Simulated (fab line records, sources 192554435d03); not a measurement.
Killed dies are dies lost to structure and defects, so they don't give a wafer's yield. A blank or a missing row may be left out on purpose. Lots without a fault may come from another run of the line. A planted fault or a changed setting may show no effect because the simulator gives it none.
Which tool did it? | flow n5_finfet | 22 lots, 66 wafers sampled, at 6 steps of a route of 1938

WHAT THE GAUGES READ, wafer by wafer
The record holds no reading of a measuring or inspecting step that can be judged against a usual standard deviation.

WHICH TOOL RAN EACH LOT (tool, then ch and the chambers of the sampled wafers, then the start)
lot  | N5_BEOL_M14_ETCH_59                | N5_BEOL_M14_STRIP_63                          | N5_BEOL_M15_ETCH_57                | N5_BEOL_M15_DEGAS_41         | N5_BEOL_M15_CMP_49            | N5_MIM_BOT_SPUTTER_00
L074 | rie_diel-01 ch 0,2,3, day 12 01:20 | rie_diel-01 ch 0,2,3, day 12 07:18 or earlier | rie_diel-06 ch 1,2,3, day 12 07:18 | pvd_sputter-01, day 12 12:19 | cmp-04 ch 0,2,3, day 12 13:22 | pvd_sputter-01, day 12 17:02
L075 | rie_diel-01 ch 1,3, day 12 03:52   | rie_diel-01 ch 1,3, day 12 08:26 or earlier   | rie_diel-06 ch 0,3, day 12 08:26   | pvd_sputter-02, day 12 12:46 | cmp-02 ch 1,2,3, day 12 13:42 | pvd_sputter-01, day 12 17:09
L078 | rie_diel-05 ch 0,2,3, day 14 06:00 | rie_diel-05 ch 0,2,3, day 14 11:36 or earlier | rie_diel-06 ch 1,2,3, day 14 11:36 | pvd_sputter-01, day 14 14:14 | cmp-02 ch 0,2, day 14 15:08   | pvd_sputter-03, day 14 17:49
L077 | rie_diel-03 ch 2,3, day 14 10:30   | rie_diel-03 ch 2,3, day 14 17:02 or earlier   | rie_diel-04 ch 1,2,3, day 14 17:02 | pvd_sputter-02, day 14 18:40 | cmp-02 ch 0,1, day 14 19:36   | pvd_sputter-01, day 14 21:15
L080 | rie_diel-05 ch 1,2,3, day 15 09:29 | rie_diel-05 ch 1,2,3, day 15 14:49 or earlier | rie_diel-04 ch 0,2, day 15 14:49   | pvd_sputter-01, day 15 20:41 | cmp-01 ch 2,3, day 15 21:51   | pvd_sputter-02, day 15 23:45
L079 | rie_diel-01 ch 0,2, day 15 09:55   | rie_diel-01 ch 0,2, day 15 14:58 or earlier   | rie_diel-02 ch 1,3, day 15 14:58   | pvd_sputter-02, day 15 21:20 | cmp-02 ch 1,2, day 15 22:14   | pvd_sputter-02, day 16 00:50
L081 | rie_diel-03 ch 0,1,3, day 15 22:25 | rie_diel-03 ch 0,1,3, day 16 04:13 or earlier | rie_diel-02 ch 0,1, day 16 04:13   | pvd_sputter-01, day 16 06:45 | cmp-01 ch 0,2,3, day 16 08:30 | pvd_sputter-03, day 16 10:13
L083 | rie_diel-01 ch 1,2,3, day 16 09:32 | rie_diel-01 ch 1,2,3, day 16 17:45 or earlier | rie_diel-04 ch 0,1, day 16 17:45   | pvd_sputter-01, day 16 20:46 | cmp-02 ch 1,2, day 16 22:05   | pvd_sputter-03, day 17 00:51
L085 | rie_diel-05 ch 0,1, day 16 18:50   | rie_diel-05 ch 0,1, day 17 00:37 or earlier   | rie_diel-06 ch 1,3, day 17 00:37   | pvd_sputter-02, day 17 04:40 | cmp-04 ch 2,3, day 17 05:35   | pvd_sputter-02, day 17 08:25
L087 | rie_diel-01 ch 0,1,2, day 16 23:28 | rie_diel-01 ch 0,1,2, day 17 04:33 or earlier | rie_diel-04 ch 1,3, day 17 04:33   | pvd_sputter-02, day 17 08:30 | cmp-01 ch 0,1, day 17 09:23   | pvd_sputter-03, day 17 15:41
L086 | rie_diel-05 ch 1,3, day 17 00:02   | rie_diel-05 ch 1,3, day 17 07:38 or earlier   | rie_diel-02 ch 1,3, day 17 07:38   | pvd_sputter-01, day 17 10:28 | cmp-02 ch 2,3, day 17 11:22   | pvd_sputter-03, day 17 16:19
L089 | rie_diel-03 ch 0,3, day 17 03:17   | rie_diel-03 ch 0,3, day 17 09:07 or earlier   | rie_diel-02 ch 0,1,3, day 17 09:07 | pvd_sputter-01, day 17 15:28 | cmp-01 ch 0,1,2, day 17 16:23 | pvd_sputter-03, day 17 19:44
L076 | rie_diel-01 ch 0,2,3, day 17 04:52 | rie_diel-01 ch 0,2,3, day 17 13:24 or earlier | rie_diel-02 ch 0,1,2, day 17 13:24 | pvd_sputter-01, day 17 16:23 | cmp-04 ch 0,1,3, day 17 17:29 | pvd_sputter-01, day 17 20:08
L090 | rie_diel-03 ch 0,1,2, day 17 12:25 | rie_diel-03 ch 0,1,2, day 17 20:23 or earlier | rie_diel-04 ch 0,1,3, day 17 20:23 | pvd_sputter-01, day 18 00:02 | cmp-02 ch 0,2,3, day 18 01:15 | pvd_sputter-01, day 18 03:23
L091 | rie_diel-01 ch 0,1, day 18 06:59   | rie_diel-01 ch 0,1, day 18 13:20 or earlier   | rie_diel-06 ch 2,3, day 18 13:20   | pvd_sputter-02, day 18 17:15 | cmp-02 ch 1,2,3, day 18 18:16 | pvd_sputter-03, day 18 20:08
L088 | rie_diel-05 ch 0,1,2, day 18 09:36 | rie_diel-05 ch 0,1,2, day 18 19:16 or earlier | rie_diel-04 ch 0,2, day 18 19:16   | pvd_sputter-03, day 19 01:18 | cmp-02 ch 1,2,3, day 19 02:17 | pvd_sputter-01, day 19 05:21
L092 | rie_diel-05 ch 0,2,3, day 18 12:28 | rie_diel-05 ch 0,2,3, day 18 20:04 or earlier | rie_diel-02 ch 0,1,2, day 18 20:04 | pvd_sputter-03, day 19 07:08 | cmp-01 ch 0,2,3, day 19 08:34 | pvd_sputter-03, day 19 11:14
L095 | rie_diel-05 ch 2,3, day 18 13:11   | rie_diel-05 ch 2,3, day 18 20:44 or earlier   | rie_diel-06 ch 0,1,3, day 18 20:44 | pvd_sputter-02, day 19 07:32 | cmp-01 ch 0,3, day 19 08:58   | pvd_sputter-03, day 19 13:36
L093 | rie_diel-01 ch 1,3, day 18 19:51   | rie_diel-01 ch 1,3, day 19 03:19 or earlier   | rie_diel-02 ch 2,3, day 19 03:19   | pvd_sputter-02, day 19 07:08 | cmp-02 ch 0,1, day 19 08:22   | pvd_sputter-03, day 19 10:32
L096 | rie_diel-03 ch 2,3, day 18 22:20   | rie_diel-03 ch 2,3, day 19 03:41 or earlier   | rie_diel-06 ch 0,2, day 19 03:41   | pvd_sputter-03, day 19 07:35 | cmp-02 ch 0,3, day 19 09:08   | pvd_sputter-03, day 19 13:43
L094 | rie_diel-01 ch 1,2, day 18 22:55   | rie_diel-01 ch 1,2, day 19 08:01 or earlier   | rie_diel-02 ch 1,2,3, day 19 08:01 | pvd_sputter-03, day 19 10:37 | cmp-01 ch 1,2,3, day 19 11:31 | pvd_sputter-03, day 19 14:17
L097 | rie_diel-01 ch 0,1,2, day 19 03:38 | rie_diel-01 ch 0,1,2, day 19 10:36 or earlier | rie_diel-04 ch 2,3, day 19 10:36   | pvd_sputter-02, day 19 14:22 | cmp-02 ch 0,1, day 19 15:29   | pvd_sputter-01, day 19 17:16
- N5_BEOL_M14_ETCH_59: etches BARC in N2/H2, target depth 89 nm, overetch 26.7 nm, time 67.9 s.
- N5_BEOL_M14_STRIP_63: strips in O2.
- N5_BEOL_M15_ETCH_57: etches SOC in N2/H2, time 750 s.
- N5_BEOL_M15_DEGAS_41: time 60 s.
- N5_BEOL_M15_CMP_49: polishes, stops on SiO2, t overpolish 4.9 s, target thk 850 nm.
- N5_MIM_BOT_SPUTTER_00: material TiN, target thk 35 nm, time 89.7 s.

WHAT THE TOOLS THEMSELVES READ (means of the sampled wafers that have a number; where no wafer has one, the mark that the record gives instead)
N5_BEOL_M14_ETCH_59.
lot  | tool        | bias_w (W) | drypump_motor_current_A (A) | oes_product_au (a.u.) | rf_fwd_power_W (W) | rf_vpp_V (V) | showerhead_plenum_p_Torr (Torr) | throttle_valve_pct (%)
L074 | rie_diel-01 | 149.9      | 5.6                         | 0.62                  | 830                | 520.4        | 2.45                            | 17.85
L075 | rie_diel-01 | 149.7      | 6.0                         | 0.66                  | 833                | 520.8        | 2.43                            | 17.65
L078 | rie_diel-05 | 149.8      | 5.5                         | 0.67                  | 832                | 523.9        | 2.55                            | 17.77
L077 | rie_diel-03 | 150.1      | 6.3                         | 0.71                  | 835                | 524.3        | 2.57                            | 17.99
L080 | rie_diel-05 | 149.9      | 5.8                         | 0.69                  | 831                | 523.7        | 2.51                            | 17.73
L079 | rie_diel-01 | 149.7      | 5.7                         | 0.78                  | 832                | 523.6        | 2.54                            | 17.80
L081 | rie_diel-03 | 150.2      | 6.0                         | 0.71                  | 831                | 523.2        | 2.54                            | 17.96
L083 | rie_diel-01 | 150.1      | 5.6                         | 0.69                  | 834                | 521.2        | 2.45                            | 17.70
L085 | rie_diel-05 | 150.1      | 5.9                         | 0.70                  | 830                | 522.8        | 2.48                            | 17.72
L087 | rie_diel-01 | 150.0      | 6.0                         | 0.68                  | 830                | 522.9        | 2.49                            | 17.83
L086 | rie_diel-05 | 149.9      | 5.8                         | 0.71                  | 833                | 521.2        | 2.46                            | 17.55
L089 | rie_diel-03 | 149.8      | 5.7                         | 0.72                  | 831                | 524.0        | 2.55                            | 18.10
L076 | rie_diel-01 | 150.1      | 5.6                         | 0.67                  | 829                | 520.6        | 2.43                            | 17.80
L090 | rie_diel-03 | 150.1      | 6.4                         | 0.66                  | 834                | 523.1        | 2.52                            | 17.97
L091 | rie_diel-01 | 150.7      | 6.3                         | 0.62                  | 829                | 520.9        | 2.42                            | 17.92
L088 | rie_diel-05 | 149.8      | 5.7                         | 0.71                  | 831                | 523.8        | 2.54                            | 17.76
L092 | rie_diel-05 | 150.0      | 5.5                         | 0.71                  | 834                | 523.7        | 2.54                            | 17.70
L095 | rie_diel-05 | 150.5      | 5.6                         | 0.75                  | 831                | 524.3        | 2.56                            | 17.65
L093 | rie_diel-01 | 150.0      | 6.0                         | 0.63                  | 833                | 519.7        | 2.40                            | 17.74
L096 | rie_diel-03 | 149.9      | 6.4                         | 0.68                  | 835                | 524.4        | 2.56                            | 18.06
L094 | rie_diel-01 | 149.5      | 5.8                         | 0.72                  | 832                | 523.7        | 2.55                            | 17.77
L097 | rie_diel-01 | 150.2      | 6.0                         | 0.67                  | 830                | 522.2        | 2.48                            | 17.86

N5_BEOL_M14_STRIP_63.
lot  | tool        | drypump_motor_current_A (A) | oes_product_au (a.u.) | rf_vpp_V (V) | showerhead_plenum_p_Torr (Torr) | throttle_valve_pct (%)
L074 | rie_diel-01 | 5.6                         | 0.72                  | 3.3          | 2.02                            | 16.75
L075 | rie_diel-01 | 6.0                         | 0.78                  | 4.8          | 2.00                            | 16.44
L078 | rie_diel-05 | 5.5                         | 0.80                  | 4.5          | 2.11                            | 16.58
L077 | rie_diel-03 | 6.4                         | 0.84                  | 4.3          | 2.12                            | 16.80
L080 | rie_diel-05 | 5.8                         | 0.80                  | 2.8          | 2.08                            | 16.61
L079 | rie_diel-01 | 5.7                         | 0.93                  | 3.6          | 2.09                            | 16.59
L081 | rie_diel-03 | 6.0                         | 0.83                  | 3.6          | 2.09                            | 16.68
L083 | rie_diel-01 | 5.6                         | 0.82                  | 3.8          | 2.02                            | 16.51
L085 | rie_diel-05 | 5.9                         | 0.82                  | 3.8          | 2.05                            | 16.54
L087 | rie_diel-01 | 6.0                         | 0.82                  | 3.8          | 2.05                            | 16.61
L086 | rie_diel-05 | 5.7                         | 0.82                  | 4.7          | 2.04                            | 16.45
L089 | rie_diel-03 | 5.7                         | 0.85                  | 3.7          | 2.09                            | 16.80
L076 | rie_diel-01 | 5.6                         | 0.78                  | 3.8          | 2.01                            | 16.70
L090 | rie_diel-03 | 6.4                         | 0.77                  | 2.2          | 2.07                            | 16.70
L091 | rie_diel-01 | 6.3                         | 0.73                  | 3.3          | 2.00                            | 16.78
L088 | rie_diel-05 | 5.7                         | 0.84                  | 2.9          | 2.09                            | 16.57
L092 | rie_diel-05 | 5.5                         | 0.83                  | 3.5          | 2.09                            | 16.51
L095 | rie_diel-05 | 5.6                         | 0.87                  | 4.1          | 2.12                            | 16.48
L093 | rie_diel-01 | 6.0                         | 0.73                  | 3.4          | 1.98                            | 16.53
L096 | rie_diel-03 | 6.3                         | 0.79                  | 3.2          | 2.11                            | 16.89
L094 | rie_diel-01 | 5.7                         | 0.85                  | 3.8          | 2.09                            | 16.50
L097 | rie_diel-01 | 6.1                         | 0.78                  | 3.4          | 2.04                            | 16.65

N5_BEOL_M15_ETCH_57.
lot  | tool        | bias_w (W) | drypump_motor_current_A (A) | oes_product_au (a.u.) | rf_fwd_power_W (W) | rf_vpp_V (V) | showerhead_plenum_p_Torr (Torr) | throttle_valve_pct (%)
L074 | rie_diel-06 | 350.6      | 5.4                         | 0.71                  | 2998               | 521.4        | 2.48                            | 17.89
L075 | rie_diel-06 | 350.1      | 5.2                         | 0.76                  | 2998               | 521.1        | 2.44                            | 17.90
L078 | rie_diel-06 | 350.4      | 5.4                         | 0.69                  | 3000               | 521.8        | 2.47                            | 17.91
L077 | rie_diel-04 | 349.7      | 5.8                         | 0.86                  | 3003               | 524.9        | 2.62                            | 17.79
L080 | rie_diel-04 | 349.8      | 5.4                         | 0.74                  | 3011               | 524.3        | 2.59                            | 17.93
L079 | rie_diel-02 | 350.3      | 5.8                         | 0.70                  | 2997               | 522.8        | 2.47                            | 17.96
L081 | rie_diel-02 | 349.7      | 5.8                         | 0.76                  | 2994               | 521.8        | 2.47                            | 17.62
L083 | rie_diel-04 | 350.4      | 6.0                         | 0.85                  | 2997               | 524.1        | 2.56                            | 17.64
L085 | rie_diel-06 | 350.4      | 5.4                         | 0.78                  | 2998               | 523.2        | 2.51                            | 17.84
L087 | rie_diel-04 | 349.9      | 6.1                         | 0.89                  | 2995               | 526.0        | 2.64                            | 17.69
L086 | rie_diel-02 | 350.8      | 5.8                         | 0.91                  | 2999               | 521.3        | 2.47                            | 17.70
L089 | rie_diel-02 | 350.2      | 5.7                         | 0.86                  | 2996               | 522.8        | 2.49                            | 17.68
L076 | rie_diel-02 | 351.1      | 5.7                         | 0.84                  | 2993               | 522.6        | 2.49                            | 17.55
L090 | rie_diel-04 | 349.7      | 5.9                         | 0.87                  | 3008               | 524.0        | 2.55                            | 17.66
L091 | rie_diel-06 | 350.3      | 5.3                         | 0.76                  | 3003               | 522.6        | 2.47                            | 17.98
L088 | rie_diel-04 | 349.7      | 5.4                         | 0.71                  | 3001               | 523.7        | 2.58                            | 17.98
L092 | rie_diel-02 | 350.2      | 5.6                         | 0.82                  | 2989               | 521.9        | 2.49                            | 17.58
L095 | rie_diel-06 | 350.3      | 5.3                         | 0.79                  | 3009               | 523.7        | 2.52                            | 17.68
L093 | rie_diel-02 | 350.3      | 5.6                         | 0.95                  | 3001               | 523.2        | 2.49                            | 17.64
L096 | rie_diel-06 | 350.2      | 5.1                         | 0.86                  | 3002               | 523.7        | 2.56                            | 17.62
L094 | rie_diel-02 | 350.7      | 5.8                         | 0.85                  | 3001               | 521.6        | 2.46                            | 17.61
L097 | rie_diel-04 | 350.8      | 5.5                         | 0.81                  | 2991               | 523.6        | 2.53                            | 17.82

N5_BEOL_M15_DEGAS_41.
lot  | tool           | heater_power_w (W)
L074 | pvd_sputter-01 | 453
L075 | pvd_sputter-02 | 439
L078 | pvd_sputter-01 | 489
L077 | pvd_sputter-02 | 450
L080 | pvd_sputter-01 | 450
L079 | pvd_sputter-02 | 449
L081 | pvd_sputter-01 | 479
L083 | pvd_sputter-01 | 464
L085 | pvd_sputter-02 | 443
L087 | pvd_sputter-02 | 436
L086 | pvd_sputter-01 | 479
L089 | pvd_sputter-01 | 467
L076 | pvd_sputter-01 | 458
L090 | pvd_sputter-01 | 486
L091 | pvd_sputter-02 | 444
L088 | pvd_sputter-03 | 487
L092 | pvd_sputter-03 | 455
L095 | pvd_sputter-02 | 442
L093 | pvd_sputter-02 | 455
L096 | pvd_sputter-03 | 451
L094 | pvd_sputter-03 | 455
L097 | pvd_sputter-02 | 431

N5_BEOL_M15_CMP_49.
lot  | tool   | barrier_field_endpoint_s (s) | clearing_platen_down_force_psi (psi) | motor_current_A (A) | overpolish_run_s (s)
L074 | cmp-04 | 11.53                        | 2.000                                | 8.0                 | 4.900
L075 | cmp-02 | 11.39                        | 2.004                                | 8.5                 | 4.891
L078 | cmp-02 | 11.23                        | 1.999                                | 8.3                 | 4.902
L077 | cmp-02 | 11.00                        | 1.997                                | 7.5                 | 4.888
L080 | cmp-01 | 11.81                        | 1.998                                | 8.1                 | 4.904
L079 | cmp-02 | 11.27                        | 1.997                                | 8.6                 | 4.896
L081 | cmp-01 | 11.45                        | 2.001                                | 8.3                 | 4.890
L083 | cmp-02 | 11.59                        | 1.999                                | 8.9                 | 4.899
L085 | cmp-04 | 11.31                        | 1.998                                | 7.8                 | 4.898
L087 | cmp-01 | 11.36                        | 1.996                                | 8.0                 | 4.908
L086 | cmp-02 | 11.51                        | 2.000                                | 9.0                 | 4.892
L089 | cmp-01 | 11.01                        | 2.001                                | 8.2                 | 4.897
L076 | cmp-04 | 11.58                        | 1.997                                | 8.2                 | 4.898
L090 | cmp-02 | 11.68                        | 1.995                                | 8.5                 | 4.904
L091 | cmp-02 | 11.53                        | 1.999                                | 8.6                 | 4.901
L088 | cmp-02 | 11.21                        | 2.003                                | 8.2                 | 4.905
L092 | cmp-01 | 11.41                        | 2.001                                | 8.2                 | 4.901
L095 | cmp-01 | 11.26                        | 2.001                                | 7.9                 | 4.896
L093 | cmp-02 | 11.05                        | 2.005                                | 7.7                 | 4.900
L096 | cmp-02 | 11.46                        | 1.999                                | 8.3                 | 4.903
L094 | cmp-01 | 11.11                        | 2.001                                | 8.0                 | 4.902
L097 | cmp-02 | 10.93                        | 1.999                                | 7.9                 | 4.901

N5_MIM_BOT_SPUTTER_00.
lot  | tool           | substrate_temp_c (C) | throttle_valve_pct (%)
L074 | pvd_sputter-01 | 200.06               | 29.7
L075 | pvd_sputter-01 | 200.02               | 30.5
L078 | pvd_sputter-03 | 200.25               | 30.2
L077 | pvd_sputter-01 | 200.02               | 30.5
L080 | pvd_sputter-02 | 200.04               | 30.4
L079 | pvd_sputter-02 | 199.96               | 30.1
L081 | pvd_sputter-03 | 200.14               | 29.8
L083 | pvd_sputter-03 | 200.03               | 29.9
L085 | pvd_sputter-02 | 199.95               | 29.5
L087 | pvd_sputter-03 | 200.10               | 30.4
L086 | pvd_sputter-03 | 200.10               | 30.7
L089 | pvd_sputter-03 | 200.07               | 30.2
L076 | pvd_sputter-01 | 199.95               | 31.0
L090 | pvd_sputter-01 | 200.00               | 29.9
L091 | pvd_sputter-03 | 200.19               | 29.7
L088 | pvd_sputter-01 | 200.08               | 29.9
L092 | pvd_sputter-03 | 199.90               | 30.2
L095 | pvd_sputter-03 | 199.80               | 30.3
L093 | pvd_sputter-03 | 199.94               | 30.0
L096 | pvd_sputter-03 | 199.95               | 30.7
L094 | pvd_sputter-03 | 200.01               | 30.1
L097 | pvd_sputter-01 | 199.94               | 30.0

THE ANSWER, worked out from the rows above alone
Rule: what is usual is taken from the lots themselves. Put in order of their means at a reading, lots are off if they are a third of the lots or fewer, leave a main group of 4 or more, and stand apart from it by a gap of 3 or more times the standard deviation of the main group's means; of several such gaps the widest counts. A main group whose means are all the same, to the digits that the tables above print for the reading, isn't used. A lot without any number at a reading at which 4 lots or more have one is off too. The other lots that the step has rows for count as sound. The gauges are gone through in route order, then the tools' own readings, and for those a lot's mean is taken as printed above. The first step at which some lot is off is used, and at that step the reading that is off furthest; a lot without a number counts as furthest.
No lot is off at any reading shown: from this, nothing can be told.

WHAT THE SIMULATOR HAD PUT IN
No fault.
